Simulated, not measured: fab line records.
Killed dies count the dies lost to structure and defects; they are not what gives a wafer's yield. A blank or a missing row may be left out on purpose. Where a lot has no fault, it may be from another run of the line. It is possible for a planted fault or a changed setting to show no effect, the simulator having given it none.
Split-lot experiment + flow n5-finfet + on a route of 1938 steps: 7 lots, 39 wafers read

ON THE SPLIT
At N5_BEOL_M9_HM_DEP_02 (deposits TiN, target thk 20 nm), the setting target-thk-a was moved away from the recipe's 200 angstrom on 12 of the 39 wafers read, by -53.3% to +29.6%. The other wafers ran this setting at the recipe's value.

FROM THE SPLIT TO THE READING: what the file shows between them, 4 steps
- N5_BEOL_M9_COAT_59: time 60 s, resist thk 100 nm
- N5_BEOL_M9_COAT_60: time 60 s, resist thk 30 nm
- N5_BEOL_M9_STRIP_68: strips in N2/H2
- N5_BEOL_M9_STRIP_67: strips in CF4

THE READING
etch.depth-nm (the simulator's own value, which no gauge read), in nm, at N5_BEOL_M9_HM_OPEN_17 (chemistry Cl2/BCl3, target TiN, target depth 20 nm, overetch 6 nm). The file does not state a usual value for it. Average 20.248 nm, standard deviation 0.24 nm, over the 27 wafers here run with the recipe.

| wafer  | tool, chamber at the split | target-thk-a as run, angstrom | against the recipe | etch.depth-nm, nm | against lot-mates on the recipe |
|--------|----------------------------|-------------------------------|--------------------|-------------------|---------------------------------|
| L077.1 | pvd-sputter-01, -          | 200                           | recipe             | 20.14             | -                               |
| L077.2 | pvd-sputter-01, -          | 93.48                         | -53.3%             | 9.384             | -10.816                         |
| L077.3 | pvd-sputter-01, -          | 93.48                         | -53.3%             | 9.644             | -10.556                         |
| L077.4 | pvd-sputter-01, -          | 200                           | recipe             | 19.99             | -                               |
| L077.5 | pvd-sputter-01, -          | 93.48                         | -53.3%             | 9.638             | -10.562                         |
| L077.6 | pvd-sputter-01, -          | 200                           | recipe             | 20.47             | -                               |
| L078.1 | pvd-sputter-01, -          | 200                           | recipe             | 20.03             | -                               |
| L078.2 | pvd-sputter-01, -          | 200                           | recipe             | 20.09             | -                               |
| L078.3 | pvd-sputter-01, -          | 241.4                         | +20.7%             | 23.98             | +3.797                          |
| L078.4 | pvd-sputter-01, -          | 241.4                         | +20.7%             | 24.48             | +4.297                          |
| L078.5 | pvd-sputter-01, -          | 200                           | recipe             | 20.43             | -                               |
| L078.6 | pvd-sputter-01, -          | 241.4                         | +20.7%             | 24.07             | +3.887                          |
| L079.1 | pvd-sputter-01, -          | 200                           | recipe             | 20.39             | -                               |
| L079.2 | pvd-sputter-01, -          | 128.5                         | -35.8%             | 12.71             | -7.383                          |
| L079.3 | pvd-sputter-01, -          | 128.5                         | -35.8%             | 12.6              | -7.493                          |
| L079.4 | pvd-sputter-01, -          | 200                           | recipe             | 19.86             | -                               |
| L079.5 | pvd-sputter-01, -          | 200                           | recipe             | 20.03             | -                               |
| L079.6 | pvd-sputter-01, -          | 128.5                         | -35.8%             | 12.75             | -7.343                          |
| L084.1 | pvd-sputter-01, -          | 200                           | recipe             | 20.7              | -                               |
| L084.2 | pvd-sputter-01, -          | 200                           | recipe             | 20.31             | -                               |
| L084.5 | pvd-sputter-01, -          | 200                           | recipe             | 20.31             | -                               |
| L084.3 | pvd-sputter-01, -          | 200                           | recipe             | 20.33             | -                               |
| L084.4 | pvd-sputter-01, -          | 200                           | recipe             | 20.52             | -                               |
| L084.6 | pvd-sputter-01, -          | 200                           | recipe             | 20.77             | -                               |
| L089.1 | pvd-sputter-02, -          | 200                           | recipe             | 20.62             | -                               |
| L089.2 | pvd-sputter-02, -          | 200                           | recipe             | 20.15             | -                               |
| L089.3 | pvd-sputter-02, -          | 200                           | recipe             | 20.33             | -                               |
| L089.4 | pvd-sputter-02, -          | 200                           | recipe             | 20.14             | -                               |
| L089.5 | pvd-sputter-02, -          | 200                           | recipe             | 20.16             | -                               |
| L089.6 | pvd-sputter-02, -          | 200                           | recipe             | 20.39             | -                               |
| L090.2 | pvd-sputter-03, -          | 200                           | recipe             | 20.07             | -                               |
| L090.3 | pvd-sputter-03, -          | 200                           | recipe             | 20.31             | -                               |
| L090.6 | pvd-sputter-03, -          | 200                           | recipe             | 20.11             | -                               |
| L095.1 | pvd-sputter-03, -          | 259.1                         | +29.6%             | 25.45             | +5.437                          |
| L095.2 | pvd-sputter-03, -          | 259.1                         | +29.6%             | 25.32             | +5.307                          |
| L095.3 | pvd-sputter-03, -          | 259.1                         | +29.6%             | 25.08             | +5.067                          |
| L095.4 | pvd-sputter-03, -          | 200                           | recipe             | 20.21             | -                               |
| L095.5 | pvd-sputter-03, -          | 200                           | recipe             | 20                | -                               |
| L095.6 | pvd-sputter-03, -          | 200                           | recipe             | 19.83             | -                               |

FIT RESULTS
A straight line over all 39 wafers: etch.depth-nm changes by +0.197 nm for each +1% of target-thk-a; r = +1.00; the points scatter about the line by 0.33 nm.
The same after taking each lot's own level away (the mean of its wafers on the recipe; 39 wafers): +0.197 nm for each +1%; r = +1.00; scatter 0.25 nm.
According to that fit, moving target-thk-a by its largest amount changes the reading by 10 nm.
From 20.0133 to 20.4900 nm: that is the span of the lots' own levels, equal to 2.0 times the standard deviation above.
So the lot-to-lot level changes the slope little: the two slopes agree.
Check: for one of the wafers moved furthest among these (-53.3%), held out of the fit, the line's prediction against its lot-mates is -10.5 nm. It came out at -10.8 nm against them.

FURTHER SPLITS ON THESE WAFERS
Note: prior to the reading, these wafers also went through further splits. Each is held against what the fit with the lots' levels taken away leaves over:
| other split on the same wafers | wafers away from the commonest value | r with etch.depth-nm (lot level and that fit taken away) |
|--------------------------------|--------------------------------------|----------------------------------------------------------|
| N5_BEOL_M6_ILD_DEP_00 time-s   | 15                                   | +0.09                                                    |
| N5_BEOL_M6_ETCH_62 time-s      | 12                                   | -0.10                                                    |

THE WHOLE CHAIN: every reading that the file lists as answering this split, in the file's order
| step                  | what it does                                                      | reading                                                                          | change (the file's fit)               | r (the file's) |
|-----------------------|-------------------------------------------------------------------|----------------------------------------------------------------------------------|---------------------------------------|----------------|
| N5_BEOL_M9_HM_DEP_02  | deposits TiN, target thk 20 nm                                    | TiN_of_BEOL_M9_HM_DEP_02.thk-nm (the simulator's own value, which no gauge read) | +0.199 nm for each +1% of the setting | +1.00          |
| N5_BEOL_M9_HM_OPEN_17 | chemistry Cl2/BCl3, target TiN, target depth 20 nm, overetch 6 nm | etch.depth-nm (the simulator's own value, which no gauge read)                   | +0.198 nm for each +1% of the setting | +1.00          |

THE FILE'S OWN FIT
etch.depth-nm changes by +0.198 nm for each +1% of target-thk-a, r = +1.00.
